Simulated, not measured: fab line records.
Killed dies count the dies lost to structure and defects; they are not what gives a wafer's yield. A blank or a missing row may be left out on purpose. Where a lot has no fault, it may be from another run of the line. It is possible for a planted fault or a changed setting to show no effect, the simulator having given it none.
Chamber matching -- flow nandHarc -- pecvd-01 running NHARC_A_STAIRCASE_DEP_259: 3 sister chambers
The step deposits SiON, target thk 30 nm. 3 wafers are shown with their chamber, then 10 later ones without.

WAFERS, EACH WITH ITS CHAMBER
wafer,chamber,heaterPowerW (W)
L086.4,2,787
L090.1,0,615
L090.2,1,998

WAFERS WITH NO CHAMBER GIVEN
wafer,heaterPowerW (W)
L090.4,614
L091.1,653
L091.3,726
L091.4,656
L094.3,976
L094.4,982
L094.6,674
L095.1,686
L095.2,852
L095.4,711

CHAMBER TAKEN BY EACH
wafer,from the rows above,in truth
L090.4,0,0
L091.1,can't be placed: 0 or 2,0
L091.3,can't be placed: 2 or 0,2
L091.4,can't be placed: 0 or 2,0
L094.3,1,1
L094.4,1,1
L094.6,can't be placed: 0 or 2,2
L095.1,can't be placed: 0 or 2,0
L095.2,can't be placed: 2 or 1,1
L095.4,can't be placed: 2 or 0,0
3 of 10 placed correctly. From these rows, 7 cannot be placed; in 7 the true chamber is one of the candidates. Wrongly placed: 0.
How it was worked out, from the rows above alone: a wafer's distance from a chamber is the root of the sum, over the readings, of the square of ((its reading less the chamber's mean) divided by the reading's scatter). The wafer belongs to the nearest chamber; if the next one is less than 2 further off, it can't be placed. A chamber's mean is the mean of its shown wafers. The scatter (one wafer shown for each chamber): square how far every hidden wafer sits from the nearest shown wafer, average those squares and take the square root.
